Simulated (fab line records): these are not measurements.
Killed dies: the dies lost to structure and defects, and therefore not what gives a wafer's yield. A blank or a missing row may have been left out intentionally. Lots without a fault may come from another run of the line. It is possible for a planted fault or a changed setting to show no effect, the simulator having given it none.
fab line records	flow nand-harc
record lots=12	wafers=36	last-day=33
route steps=1302 shown P_GATE@132 END@1302
lots untouched by any fault: they come from a run of this same line in which no faults occurred
start-h: start of the lot's first displayed wafer, in hours after the record's first day	wait-h: hours elapsed since this lot's preceding step	" as in the row above	L1.1+2: one row covering several wafers at once	- no value present, or no start provided	* or withheld: withheld	< > ~ a bound
route shown NAME@n: names a module that has steps shown in the file, with the first one's number in the route	usual: mean/standard deviation taken from wafers without a fault	same: alike in all rows	chamber/n: place in a boat	sites: per-site readings	_std_site: the values' standard deviation	_edge_site: mean of outer sites minus mean of inner sites	radius-mm: for every site, how far away it sits from the centre of the wafer	mask NAME#n: copy n	behind: tool/chamber where the wafer was last shaped	hold: reason for holding the lot/hours on hold/outcome of the hold	device: whichever transistor did not switch (one of n, p or np)	end of line: at the end of the route, the tests of the same wafers	a step given without rows: its recipe and nothing more	killed: at the first sort, the dies lost to defects and structure; wafer yield is something else	map: the dies of a wafer, with x for killed, . for not killed, _ for no die there
set.NAME: the run value of the setting; set.NAME@STEP: its run value at that earlier step	model.NAME: the simulator's own value behind a step, which no gauge read
the route's steps for a sample of lots (tables are steps, rows are wafers)
services: a tool's chamber out of use, with start hour (start-h, from the record's first day; less than 0 if before it), hours out, and reason
## steps
# step NHARC_P_GATE_DEP_103
# recipe target-thk-a=300	target-thk-nm=30	temp-c=400	flow-sccm=200	rf-w=350	material=SiON
# usual heater-power-w=763/63
lot.wafer	tool	chamber	start-h	wait-h	heater-power-w
L800.2	pecvd-03	0	108.63	0.5	782
L800.4	"	1	"	"	786
L800.5	"	2	"	"	747
L801.1	pecvd-03	0	120.46	0.6	798
L801.2	"	1	"	"	743
L801.4	"	2	"	"	706
L802.3	pecvd-03	1	121.98	0.3	765
L802.5	"	2	"	"	738
L802.4	"	0	"	"	737
L803.3	pecvd-04	0	133.61	0.4	721
L803.1	"	2	"	"	941
L803.5	"	1	"	"	814
L807.2	pecvd-03	2	173.43	0.4	716
L807.1	"	0	"	"	789
L807.4	"	0	"	"	776
L811.3	pecvd-03	1	223.72	0.4	800
L811.5	"	0	"	"	786
L811.6	"	2	"	"	764
L815.3	pecvd-03	1	257.68	0.4	700
L815.1	"	0	"	"	807
L815.4	"	0	"	"	837
L816.1	pecvd-03	0	259.93	0.6	683
L816.2	"	1	"	"	722
L816.6	"	2	"	"	706
L817.1	pecvd-01	0	277.10	0.5	764
L817.6	"	0	"	"	774
L817.4	"	2	"	"	816
L820.3	pecvd-01	0	302.07	0.4	742
L820.6	"	0	"	"	740
L820.5	"	1	"	"	693
L821.2	pecvd-04	1	315.88	0.5	851
L821.3	"	2	"	"	898
L821.5	"	1	"	"	859
L822.3	pecvd-03	0	322.67	0.4	783
L822.4	"	0	"	"	775
L822.6	"	1	"	"	751
# step NHARC_P_GATE_DESCUM_31
# recipe time-s=3	o2-flow-sccm=200	ar-flow-sccm=0	bias-power-w=0	chemistry=O2
# usual drypump-motor-current-A=5.7/0.53	oes-product-au=1.002/0.015	rf-vpp-V=57.8/1	showerhead-plenum-p-Torr=1.91/0.076	throttle-valve-pct=11.311/0.0086
lot.wafer	tool	chamber	start-h	wait-h	drypump-motor-current-A	oes-product-au	rf-hours-counter-h	rf-vpp-V	showerhead-plenum-p-Torr	throttle-valve-pct
L800.2	rie-diel-08	1	109.49	0.1	5.2	1.009	9	58.6	2.03	11.304
L800.4	"	3	"	"	6.5	1.008	8	58.6	1.89	11.300
L800.5	"	1	"	"	5.2	1.009	-	58.7	2.03	11.313
L801.1	rie-diel-08	3	121.32	0.1	6.5	1.000	9	56.6	1.89	11.310
L801.2	"	2	"	"	5.0	1.015	10	57.6	1.87	11.320
L801.4	"	0	"	"	5.3	1.014	-	57.0	1.83	11.317
L802.4	rie-diel-08	0	122.71	0.1	5.4	1.002	7	57.9	1.83	11.308
L802.3	"	1	"	"	5.2	1.017	9	58.4	2.03	11.310
L802.5	"	1	"	"	5.2	1.015	-	57.5	2.03	11.302
L803.1	rie-diel-07	2	134.37	0.1	6.2	0.992	1	58.0	1.94	11.305
L803.3	"	0	"	"	5.6	0.996	1	58.4	1.98	11.302
L803.5	"	3	"	"	6.1	0.999	-	56.9	1.78	11.320
L807.1	rie-diel-08	1	174.17	0.1	5.2	1.023	10	59.1	2.03	11.296
L807.4	"	2	"	"	4.9	1.015	12	58.1	1.87	11.314
L807.2	"	3	"	"	6.5	0.999	11	59.0	1.89	11.306
L811.3	rie-diel-07	3	224.56	0.1	6.1	0.992	5	57.2	1.78	11.324
L811.6	"	2	"	"	6.3	0.985	-	56.3	1.93	11.312
L811.5	"	3	"	"	6.1	1.005	-	56.9	1.78	11.315
L815.1	rie-diel-08	3	258.42	0.1	6.5	1.002	2	59.4	1.89	11.298
L815.3	"	0	"	"	5.3	1.015	2	56.4	1.83	11.311
L815.4	"	1	"	"	5.1	1.006	3	57.2	2.03	11.310
L816.2	rie-diel-07	3	260.65	0.1	6.1	0.982	6	58.6	1.78	11.314
L816.1	"	1	"	"	6.0	1.019	7	58.0	2.03	11.316
L816.6	"	3	"	"	6.1	0.980	-	56.3	1.78	11.314
L817.1	rie-diel-07	3	277.97	0.1	6.1	0.992	7	57.7	1.78	11.307
L817.4	"	2	"	"	6.3	0.981	7	59.1	1.93	11.326
L817.6	"	0	"	"	5.6	0.974	-	57.9	1.98	11.308
L820.3	rie-diel-08	1	302.95	0.1	5.2	1.000	4	58.3	2.03	11.311
L820.6	"	0	"	"	5.3	1.006	-	56.6	1.83	11.318
L820.5	"	1	"	"	5.2	0.998	-	58.2	2.03	11.310
L821.2	rie-diel-04	3	316.76	0.1	5.4	1.017	11	58.3	1.91	11.321
L821.3	"	0	"	"	5.8	0.959	11	58.2	1.96	11.314
L821.5	"	3	"	"	5.4	1.018	-	57.8	1.91	11.327
L822.3	rie-diel-08	1	323.41	0.1	5.2	1.005	6	58.8	2.03	11.307
L822.4	"	0	"	"	5.3	1.020	6	56.5	1.83	11.304
L822.6	"	2	"	"	5.0	1.003	-	55.2	1.86	11.324
# step NHARC_P_GATE_EXPOSE_43
# recipe na=0.6	target-cd-nm=720	dose-mj=14.81	mask-id=P_NSD
lot.wafer	tool	chamber	start-h	wait-h	mask
L800.2+4+5	krf-scanner-02	0	121.03	-	P_NSD#0
L801.1+2+4	krf-scanner-03	0	133.10	-	P_NSD#0
L802.3+4+5	krf-scanner-04	0	134.27	-	P_NSD#0
L803.1+3+5	krf-scanner-02	0	145.94	-	P_NSD#0
L807.1+2+4	krf-scanner-02	0	185.61	-	P_NSD_R1#0
L811.3+5+6	krf-scanner-03	0	236.26	-	P_NSD#0
L815.1+3+4	krf-scanner-03	0	270.08	-	P_NSD#0
L816.1+2+6	krf-scanner-03	0	272.19	-	P_NSD#0
L817.1+4+6	krf-scanner-03	0	289.39	-	P_NSD#0
L820.3+5+6	krf-scanner-02	0	314.75	-	P_NSD#0
L821.2+3+5	krf-scanner-02	0	328.30	-	P_NSD#0
L822.3+4+6	krf-scanner-02	0	334.85	-	P_NSD#0
# step NHARC_P_GATE_CD_MEAS_46
# recipe target-cd-nm=720	landing-energy-ev=500
# usual cd-nm=720.3/2.2
lot.wafer	tool	chamber	start-h	wait-h	hold	cd-nm
L800.2	cd-sem-01	0	121.18	-	-	721.1
L800.4	"	0	"	"	-	720.8
L800.5	"	0	"	"	-	720.7
L801.1	cd-sem-02	0	133.25	-	-	724.0
L801.2	"	0	"	"	-	720.7
L801.4	"	0	"	"	-	722.5
L802.3	cd-sem-03	0	134.42	-	-	720.1
L802.4	"	0	"	"	-	717.3
L802.5	"	0	"	"	-	715.4
L803.1	cd-sem-02	0	146.09	-	-	723.8
L803.3	"	0	"	"	-	724.2
L803.5	"	0	"	"	-	723.3
L807.1	cd-sem-03	0	185.76	-	await-dispo/0.2h/release	709.1
L807.2	"	0	"	"	await-dispo/0.2h/release	710.0
L807.4	"	0	"	"	await-dispo/0.2h/release	707.7
L807.1	cd-sem-03	0	-	-	-	709.2
L807.2	"	0	"	"	-	709.8
L807.4	"	0	"	"	-	708.0
L811.3	cd-sem-02	0	236.41	-	-	720.0
L811.5	"	0	"	"	-	716.4
L811.6	"	0	"	"	-	718.8
L815.1	cd-sem-01	0	270.24	-	-	719.9
L815.3	"	0	"	"	-	717.7
L815.4	"	0	"	"	-	717.9
L816.1	cd-sem-02	0	272.34	-	-	718.7
L816.2	"	0	"	"	-	719.8
L816.6	"	0	"	"	-	719.8
L817.1	cd-sem-03	0	289.54	-	-	720.7
L817.4	"	0	"	"	-	720.3
L817.6	"	0	"	"	-	719.9
L820.3	cd-sem-03	0	314.90	-	-	720.6
L820.5	"	0	"	"	-	717.5
L820.6	"	0	"	"	-	719.4
L821.2	cd-sem-03	0	328.45	-	-	721.1
L821.3	"	0	"	"	-	721.5
L821.5	"	0	"	"	-	725.3
L822.3	cd-sem-01	0	335.00	-	-	720.2
L822.4	"	0	"	"	-	720.2
L822.6	"	0	"	"	-	719.2
# step NHARC_P_GATE_STRIP_111
# recipe power-w=1500	temp-c=110	time-s=250	chemistry=N2/H2
# usual drypump-motor-current-A=5.7/0.6	heater-power-w=82/4.4
lot.wafer	tool	chamber	start-h	wait-h	drypump-motor-current-A	heater-power-w	rf-hours-counter-h
L800.2	plasma-asher-02	1	121.71	0.2	6.5	81	8
L800.4	"	1	"	"	6.5	81	-
L800.5	"	0	"	"	5.0	80	-
L801.1	plasma-asher-01	1	133.78	0.2	5.5	93	27
L801.2	"	0	"	"	5.9	84	27
L801.4	"	1	"	"	5.5	92	-
L802.4	plasma-asher-02	0	135.04	0.2	5.0	79	-
L802.3	"	1	"	"	6.5	82	-
L802.5	"	1	"	"	6.5	81	-
L803.1	plasma-asher-02	1	146.88	0.2	6.5	81	14
L803.3	"	0	"	"	5.0	80	-
L803.5	"	1	"	"	6.5	81	-
L807.2	plasma-asher-02	0	189.95	0.2	5.0	78	23
L807.1	"	1	"	"	6.5	81	23
L807.4	"	0	"	"	5.0	82	-
L811.3	plasma-asher-02	1	237.24	0.2	6.5	81	-
L811.5	"	1	"	"	6.5	81	-
L811.6	"	0	"	"	5.0	78	-
L815.1	plasma-asher-02	1	270.77	0.2	6.5	83	2
L815.4	"	1	"	"	6.5	83	-
L815.3	"	0	"	"	4.9	74	-
L816.1	plasma-asher-02	1	272.87	0.2	6.5	81	3
L816.2	"	0	"	"	5.0	75	3
L816.6	"	0	"	"	5.0	73	-
L817.1	plasma-asher-01	1	290.07	0.2	5.5	89	22
L817.4	"	1	"	"	5.5	89	-
L817.6	"	1	"	"	5.5	89	-
L820.3	plasma-asher-02	1	315.52	0.2	6.5	84	-
L820.6	"	1	"	"	6.5	82	-
L820.5	"	0	"	"	5.0	72	-
L821.2	plasma-asher-02	0	328.97	0.2	5.0	75	13
L821.3	"	1	"	"	6.5	79	-
L821.5	"	0	"	"	5.0	74	-
L822.3	plasma-asher-01	0	335.62	0.2	5.9	81	-
L822.4	"	1	"	"	5.5	90	-
L822.6	"	1	"	"	5.5	87	-
# step NHARC_END_SORT_01
# recipe temp-c=25
# usual killed-at-array=54/20	killed-at-other=0.7/0.94	killed-at-periphery=3.8/2.7	killed-dies=59/20	killed-open=3.5/1.9	killed-short=2.5/1.6
# same gross-dies=677
lot.wafer	tool	chamber	start-h	wait-h	killed-at-array	killed-at-other	killed-at-periphery	killed-dies	killed-open	killed-short
L801.1	prober-02	0	583.08	2.5	56	1	2	59	3	2
L801.2	prober-02	0	583.88	2.8	59	1	2	62	5	2
L801.4	prober-02	0	585.50	3.4	29	1	3	33	5	1
L800.2	prober-01	0	587.73	2.8	50	1	1	52	4	2
L800.4	prober-01	0	589.32	3.4	41	3	3	47	0	3
L800.5	prober-01	0	590.12	3.7	52	0	1	53	1	2
L802.3	prober-02	0	592.51	3.1	23	1	1	25	3	3
L802.4	prober-02	0	593.32	3.4	21	0	4	25	4	0
L802.5	prober-02	0	594.12	3.7	29	0	3	32	5	4
L803.1	prober-01	0	594.71	2.5	36	0	6	42	4	4
L803.3	prober-01	0	596.31	3.1	58	0	7	65	3	4
L803.5	prober-01	0	597.90	3.7	55	0	7	62	1	3
L807.1	prober-02	0	640.76	2.5	55	2	0	57	2	0
L807.2	prober-02	0	641.57	2.8	53	2	5	60	4	2
L807.4	prober-02	0	643.18	3.4	60	1	4	65	1	2
L811.3	prober-02	0	691.36	3.1	87	0	6	93	4	4
L811.5	prober-02	0	692.94	3.7	75	1	6	82	4	5
L811.6	prober-02	0	693.74	4.0	84	0	2	86	5	4
L815.1	prober-01	0	731.48	2.5	46	0	8	54	4	5
L815.3	prober-01	0	733.06	3.1	40	0	5	45	4	0
L815.4	prober-01	0	733.86	3.4	37	1	5	43	1	2
L817.1	prober-02	0	738.11	2.5	42	0	2	44	1	3
L817.4	prober-02	0	740.44	3.3	48	0	2	50	6	1
L817.6	prober-02	0	742.00	3.9	42	1	0	43	1	6
L816.1	prober-01	0	745.79	2.6	80	2	2	84	1	3
L816.2	prober-01	0	746.60	2.9	69	1	2	72	4	3
L816.6	prober-01	0	749.82	4.0	69	0	2	71	3	4
L820.3	prober-01	0	772.79	3.1	40	0	4	44	3	0
L820.5	prober-01	0	774.37	3.7	40	3	1	44	7	0
L820.6	prober-01	0	775.15	3.9	33	1	2	36	4	0
L821.2	prober-02	0	775.82	2.8	96	1	3	100	3	3
L821.3	prober-02	0	776.63	3.1	83	0	5	88	1	5
L821.5	prober-02	0	778.25	3.7	58	0	6	64	4	2
L822.3	prober-01	0	795.63	3.1	68	3	9	80	5	4
L822.4	prober-01	0	796.43	3.4	82	0	8	90	4	3
L822.6	prober-01	0	798.05	4.0	60	3	4	67	4	3
# killed by level:class
L801.1 A_CHANNEL_HOLE_D2:chamber-film-flake=30 A_CHANNEL_HOLE_D1:chamber-film-flake=19 A_STAIRCASE:chamber-film-flake=2 P_M1:geometric-particle:open=1 A_DECK1_JOINT:geometric-particle:open=1 A_BLC:geometric-particle:short=1 A_BLC:geometric-particle:open=1 STARTING-WAFER:geometric-particle:short=1
L801.2 A_CHANNEL_HOLE_D1:chamber-film-flake=30 A_CHANNEL_HOLE_D2:chamber-film-flake=17 A_CONTACT:chamber-film-flake=4 P_CONTACT:geometric-particle:open=1 P_M0:geometric-particle:open=1 A_DECK1_JOINT:geometric-particle:open=1 A_ONON_D2:geometric-particle:short=1 A_CHANNEL_FILL_D2:geometric-particle:short=1
L801.4 A_CHANNEL_HOLE_D1:chamber-film-flake=12 A_CHANNEL_HOLE_D2:chamber-film-flake=9 A_M0:geometric-particle:open=2 A_BLC:chamber-film-flake=2 P_GATE:geometric-particle:open=1 P_CONTACT:geometric-particle:open=1 A_DECK1_JOINT:geometric-particle:open=1 A_ONON_D2:geometric-particle:short=1
L800.2 A_SLIT:chamber-film-flake=26 A_CHANNEL_HOLE_D2:chamber-film-flake=5 A_M1:chamber-film-flake=4 A_CHANNEL_HOLE_D1:chamber-film-flake=3 A_WL_FILL:chamber-film-flake=2 A_CONTACT:chamber-film-flake=2 P_CONTACT:geometric-particle:short=1 A_DECK1_JOINT:geometric-particle:open=1
L800.4 A_SLIT:chamber-film-flake=19 A_CHANNEL_HOLE_D2:chamber-film-flake=6 A_CHANNEL_FILL_D1:chamber-film-flake=5 THIN_TSV:chamber-film-flake=3 A_STAIRCASE:chamber-film-flake=2 A_WL_FILL:chamber-film-flake=2 P_M0:geometric-particle:short=1 A_CHANNEL_HOLE_D2:geometric-particle:short=1
L800.5 A_SLIT:chamber-film-flake=34 A_CHANNEL_HOLE_D2:chamber-film-flake=4 A_CHANNEL_HOLE_D1:chamber-film-flake=3 A_STAIRCASE:chamber-film-flake=2 A_SGD_CUT:chamber-film-flake=2 A_M1:chamber-film-flake=2 A_SOURCE_PLATE:geometric-particle:open=1 A_CHANNEL_FILL_D2:geometric-particle:short=1
L802.3 A_CHANNEL_HOLE_D2:chamber-film-flake=8 A_ZERO_WELL:chamber-film-flake=2 A_CHANNEL_HOLE_D1:chamber-film-flake=2 A_STAIRCASE:chamber-film-flake=2 A_CONTACT:chamber-film-flake=2 A_DECK1_JOINT:geometric-particle:short=1 A_ONON_D2:geometric-particle:open=1 A_CHANNEL_FILL_D2:geometric-particle:open=1
L802.4 A_CHANNEL_HOLE_D2:chamber-film-flake=8 A_CONTACT:chamber-film-flake=4 P_ZERO_WELL:chamber-film-flake=3 A_BLC:geometric-particle:open=2 A_ZERO_WELL:chamber-film-flake=2 A_CHANNEL_FILL_D2:chamber-film-flake=2 P_CONTACT:geometric-particle:open=1 A_M0:geometric-particle:open=1
L802.5 A_CHANNEL_HOLE_D2:chamber-film-flake=10 A_CHANNEL_HOLE_D1:chamber-film-flake=5 A_CHANNEL_FILL_D1:geometric-particle:short=3 P_CONTACT:geometric-particle:open=2 A_STAIRCASE:chamber-film-flake=2 A_CONTACT:chamber-film-flake=2 A_CHANNEL_HOLE_D1:geometric-particle:open=1 A_CHANNEL_HOLE_D2:geometric-particle:open=1
L803.1 A_CHANNEL_HOLE_D2:chamber-film-flake=14 A_CHANNEL_HOLE_D1:chamber-film-flake=9 P_CONTACT:chamber-film-flake=3 A_SLIT:chamber-film-flake=3 A_CHANNEL_FILL_D2:geometric-particle:short=2 A_CHANNEL_FILL_D1:chamber-film-flake=2 P_CONTACT:geometric-particle:open=1 P_M1:geometric-particle:open=1
L803.3 A_CHANNEL_HOLE_D2:chamber-film-flake=25 A_CHANNEL_HOLE_D1:chamber-film-flake=22 A_CHANNEL_FILL_D1:chamber-film-flake=3 A_CONTACT:chamber-film-flake=3 P_M0:geometric-particle:short=2 P_M2:geometric-particle:open=2 A_SLIT:chamber-film-flake=2 A_WL_FILL:geometric-particle:short=1
L803.5 A_CHANNEL_HOLE_D1:chamber-film-flake=29 A_CHANNEL_HOLE_D2:chamber-film-flake=18 P_ZERO_WELL:chamber-film-flake=3 A_CONTACT:chamber-film-flake=3 P_CONTACT:chamber-film-flake=2 A_CHANNEL_FILL_D1:chamber-film-flake=2 P_GATE:geometric-particle:short=1 P_CONTACT:geometric-particle:short=1
L807.1 A_SLIT:chamber-film-flake=26 A_CONTACT:chamber-film-flake=11 A_CHANNEL_HOLE_D2:chamber-film-flake=9 A_ZERO_WELL:chamber-film-flake=3 A_CHANNEL_HOLE_D1:chamber-film-flake=2 A_STAIRCASE:chamber-film-flake=2 THIN_TSV:chamber-film-flake=2 A_CHANNEL_HOLE_D2:geometric-particle:open=1
L807.2 A_SLIT:chamber-film-flake=24 A_CHANNEL_HOLE_D2:chamber-film-flake=8 A_CONTACT:chamber-film-flake=7 A_CHANNEL_HOLE_D1:chamber-film-flake=3 P_STI:chamber-film-flake=2 P_GATE:chamber-film-flake=2 A_ZERO_WELL:chamber-film-flake=2 A_STAIRCASE:chamber-film-flake=2
L807.4 A_SLIT:chamber-film-flake=27 A_CHANNEL_HOLE_D2:chamber-film-flake=11 A_CONTACT:chamber-film-flake=6 A_ZERO_WELL:chamber-film-flake=5 A_CHANNEL_HOLE_D1:chamber-film-flake=5 P_GATE:chamber-film-flake=3 A_STAIRCASE:chamber-film-flake=3 A_CHANNEL_FILL_D1:geometric-particle:short=1
L811.3 A_SLIT:chamber-film-flake=34 A_CHANNEL_HOLE_D2:chamber-film-flake=21 A_CHANNEL_HOLE_D1:chamber-film-flake=17 A_CONTACT:chamber-film-flake=4 A_ONON_D1:geometric-particle:short=3 P_M1:chamber-film-flake=2 A_M0:chamber-film-flake=2 P_CONTACT:geometric-particle:open=1
L811.5 A_SLIT:chamber-film-flake=27 A_CHANNEL_HOLE_D1:chamber-film-flake=22 A_CHANNEL_HOLE_D2:chamber-film-flake=14 A_WL_FILL:chamber-film-flake=3 A_CONTACT:chamber-film-flake=3 P_M1:geometric-particle:short=2 P_GATE:geometric-particle:open=1 P_CONTACT:geometric-particle:open=1
L811.6 A_CHANNEL_HOLE_D1:chamber-film-flake=27 A_SLIT:chamber-film-flake=22 A_CHANNEL_HOLE_D2:chamber-film-flake=15 A_CONTACT:chamber-film-flake=6 A_M0:chamber-film-flake=3 A_CHANNEL_FILL_D2:geometric-particle:short=2 P_CONTACT:geometric-particle:open=1 A_CHANNEL_FILL_D1:geometric-particle:open=1
L815.1 A_CHANNEL_HOLE_D2:chamber-film-flake=19 A_CHANNEL_HOLE_D1:chamber-film-flake=11 A_SLIT:chamber-film-flake=5 P_M2:chamber-film-flake=3 P_GATE:chamber-film-flake=2 A_DECK1_JOINT:chamber-film-flake=2 A_SGD_CUT:chamber-film-flake=2 P_STI:geometric-particle:short=1
L815.3 A_CHANNEL_HOLE_D2:chamber-film-flake=21 A_CHANNEL_HOLE_D1:chamber-film-flake=8 P_CONTACT:chamber-film-flake=2 A_SGD_CUT:chamber-film-flake=2 A_SLIT:chamber-film-flake=2 A_BONDPAD:chamber-film-flake=2 P_M1:geometric-particle:open=1 A_CONTACT:geometric-particle:open=1
L815.4 A_CHANNEL_HOLE_D2:chamber-film-flake=18 A_CHANNEL_HOLE_D1:chamber-film-flake=8 P_M2:chamber-film-flake=3 A_SLIT:chamber-film-flake=3 A_SGD_CUT:chamber-film-flake=2 A_CHANNEL_HOLE_D1:geometric-particle:short=1 A_CHANNEL_HOLE_D2:geometric-particle:open=1 STARTING-WAFER:geometric-particle:short=1
L817.1 A_CHANNEL_HOLE_D2:chamber-film-flake=17 A_CHANNEL_HOLE_D1:chamber-film-flake=13 A_SLIT:chamber-film-flake=5 A_CHANNEL_FILL_D2:geometric-particle:short=2 P_CONTACT:geometric-particle:open=1 A_ONON_D1:geometric-particle:short=1 P_GATE:chamber-film-flake=1 A_CHANNEL_FILL_D2:chamber-film-flake=1
L817.4 A_CHANNEL_HOLE_D2:chamber-film-flake=21 A_CHANNEL_HOLE_D1:chamber-film-flake=11 A_SLIT:chamber-film-flake=4 A_CHANNEL_FILL_D2:chamber-film-flake=2 A_CONTACT:chamber-film-flake=2 P_CONTACT:geometric-particle:open=1 P_M0:geometric-particle:open=1 A_ONON_D1:geometric-particle:open=1
L817.6 A_CHANNEL_HOLE_D2:chamber-film-flake=14 A_CHANNEL_HOLE_D1:chamber-film-flake=11 A_CHANNEL_FILL_D2:chamber-film-flake=3 A_DECK1_JOINT:geometric-particle:short=2 A_WL_FILL:geometric-particle:short=2 A_STAIRCASE:chamber-film-flake=2 A_SGD_CUT:chamber-film-flake=2 A_CONTACT:chamber-film-flake=2
L816.1 A_CHANNEL_HOLE_D1:chamber-film-flake=38 A_SLIT:chamber-film-flake=32 A_CONTACT:chamber-film-flake=4 P_M2:chamber-film-flake=2 THIN_TSV:chamber-film-flake=2 A_ONON_D1:geometric-particle:short=1 A_CHANNEL_FILL_D1:geometric-particle:short=1 A_ONON_D2:geometric-particle:open=1
L816.2 A_SLIT:chamber-film-flake=31 A_CHANNEL_HOLE_D1:chamber-film-flake=21 A_CONTACT:chamber-film-flake=8 A_STAIRCASE:chamber-film-flake=3 P_GATE:geometric-particle:open=1 A_SOURCE_PLATE:geometric-particle:open=1 A_CHANNEL_FILL_D1:geometric-particle:open=1 A_CHANNEL_FILL_D1:geometric-particle:short=1
L816.6 A_SLIT:chamber-film-flake=33 A_CHANNEL_HOLE_D1:chamber-film-flake=25 A_CONTACT:chamber-film-flake=3 A_CHANNEL_HOLE_D1:geometric-particle:short=2 A_STAIRCASE:chamber-film-flake=2 P_GATE:geometric-particle:short=1 P_M0:geometric-particle:open=1 A_ONON_D1:geometric-particle:open=1
L820.3 A_CHANNEL_HOLE_D1:chamber-film-flake=17 A_CONTACT:chamber-film-flake=8 A_SLIT:chamber-film-flake=7 A_STAIRCASE:chamber-film-flake=4 P_GATE:geometric-particle:open=1 P_CONTACT:geometric-particle:open=1 A_CHANNEL_FILL_D1:geometric-particle:open=1 P_ZERO_WELL:chamber-film-flake=1
L820.5 A_CHANNEL_HOLE_D1:chamber-film-flake=25 A_SLIT:chamber-film-flake=4 THIN_TSV:chamber-film-flake=3 A_CHANNEL_FILL_D1:chamber-film-flake=2 A_ONON_D1:geometric-particle:open=1 A_CHANNEL_FILL_D1:geometric-particle:open=1 A_DECK1_JOINT:geometric-particle:open=1 A_ONON_D2:geometric-particle:open=1
L820.6 A_CHANNEL_HOLE_D1:chamber-film-flake=16 A_SLIT:chamber-film-flake=5 A_CONTACT:chamber-film-flake=5 P_M0:geometric-particle:open=2 A_STAIRCASE:chamber-film-flake=2 A_CHANNEL_FILL_D2:geometric-particle:open=1 A_CONTACT:geometric-particle:open=1 A_CHANNEL_FILL_D1:chamber-film-flake=1
L821.2 A_SLIT:chamber-film-flake=35 A_CHANNEL_HOLE_D2:chamber-film-flake=32 A_CHANNEL_HOLE_D1:chamber-film-flake=8 A_CONTACT:chamber-film-flake=6 A_CHANNEL_FILL_D1:chamber-film-flake=4 A_STAIRCASE:chamber-film-flake=4 P_STI:chamber-film-flake=2 A_ONON_D2:geometric-particle:open=1
L821.3 A_CHANNEL_HOLE_D1:chamber-film-flake=22 A_SLIT:chamber-film-flake=22 A_CHANNEL_HOLE_D2:chamber-film-flake=21 A_CONTACT:chamber-film-flake=4 A_CHANNEL_FILL_D1:chamber-film-flake=3 A_ONON_D2:geometric-particle:short=2 P_ZERO_WELL:chamber-film-flake=2 P_GATE:chamber-film-flake=2
L821.5 A_SLIT:chamber-film-flake=25 A_CHANNEL_HOLE_D2:chamber-film-flake=14 A_CHANNEL_HOLE_D1:chamber-film-flake=8 P_ZERO_WELL:chamber-film-flake=3 A_CONTACT:chamber-film-flake=3 A_CHANNEL_FILL_D1:chamber-film-flake=2 P_M0:geometric-particle:open=1 A_CHANNEL_FILL_D1:geometric-particle:open=1
L822.3 A_SLIT:chamber-film-flake=30 A_CHANNEL_HOLE_D2:chamber-film-flake=25 P_M1:chamber-film-flake=5 P_GATE:chamber-film-flake=3 A_CONTACT:chamber-film-flake=3 A_CHANNEL_HOLE_D2:geometric-particle:short=2 A_CHANNEL_HOLE_D1:chamber-film-flake=2 THIN_TSV:chamber-film-flake=2
L822.4 A_SLIT:chamber-film-flake=32 A_CHANNEL_HOLE_D2:chamber-film-flake=28 A_STAIRCASE:chamber-film-flake=6 A_ZERO_WELL:chamber-film-flake=5 P_ZERO_WELL:chamber-film-flake=4 P_M1:chamber-film-flake=3 A_WL_FILL:chamber-film-flake=2 A_CHANNEL_FILL_D1:geometric-particle:open=1
L822.6 A_CHANNEL_HOLE_D2:chamber-film-flake=27 A_SLIT:chamber-film-flake=17 A_STAIRCASE:chamber-film-flake=3 A_CONTACT:chamber-film-flake=3 A_WL_FILL:geometric-particle:short=2 P_ZERO_WELL:chamber-film-flake=2 P_M1:chamber-film-flake=2 A_WL_FILL:chamber-film-flake=2
## services
tool	chamber	start-h	hours	kind
krf-scanner-02	-	94.00	4.0	pm
rie-diel-08	1	112.78	9.7	repair
rie-diel-07	-	117.20	9.0	pm
plasma-asher-02	-	122.13	2.3	repair
krf-scanner-02	-	124.01	2.3	repair
pecvd-03	1	124.33	2.0	repair
krf-scanner-03	-	132.32	0.3	repair
krf-scanner-03	-	150.97	1.4	repair
rie-diel-07	0	169.16	5.7	repair
krf-scanner-03	-	177.86	1.7	repair
rie-diel-08	2	181.54	8.8	repair
pecvd-03	-	185.00	13.0	pm
rie-diel-08	-	190.86	9.0	pm
rie-diel-07	0	193.09	6.3	repair
krf-scanner-03	-	224.00	4.0	pm
rie-diel-07	-	243.73	0.5	repair
plasma-asher-02	-	249.05	9.0	pm
krf-scanner-03	-	253.21	2.0	repair
krf-scanner-02	-	266.00	4.0	pm
pecvd-03	2	272.93	10.0	repair
rie-diel-08	1	274.08	4.2	repair
krf-scanner-03	-	277.44	0.1	repair
krf-scanner-02	-	279.96	1.1	repair
rie-diel-07	-	294.20	9.0	pm
## key
first-sign step=NHARC_P_GATE_EXPOSE_43	reading=mask	direction=changed
effect step=NHARC_P_GATE_CD_MEAS_46	reading=visit	direction=added
effect step=NHARC_P_GATE_CD_MEAS_46	reading=cd-nm	direction=down	sigmas=5.1	usual=720.3	struck=708.9
met-at NHARC_P_GATE_EXPOSE_43
struck-lots L807
tester-left-out L807
not-acting-at NHARC_P_GATE_DEP_103,NHARC_P_GATE_DESCUM_31,NHARC_P_GATE_STRIP_111
onset-between 145.94 185.61
fault kind=wrong-mask	tool=any	chamber=-	onset-h=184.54	steps=NHARC_P_GATE_EXPOSE_43	aux-copy=P_NSD_R1#0	cd-offset-nm=-8.42	scope=struck-lots-only
# tester-left-out: of these lots the tester's yield and bins aren't shown, on N5 and GAA mostly nor the transistor test; their killed dies are dies lost to structure and defects alone, not to doping, threshold or leakage, so they don't give the yield
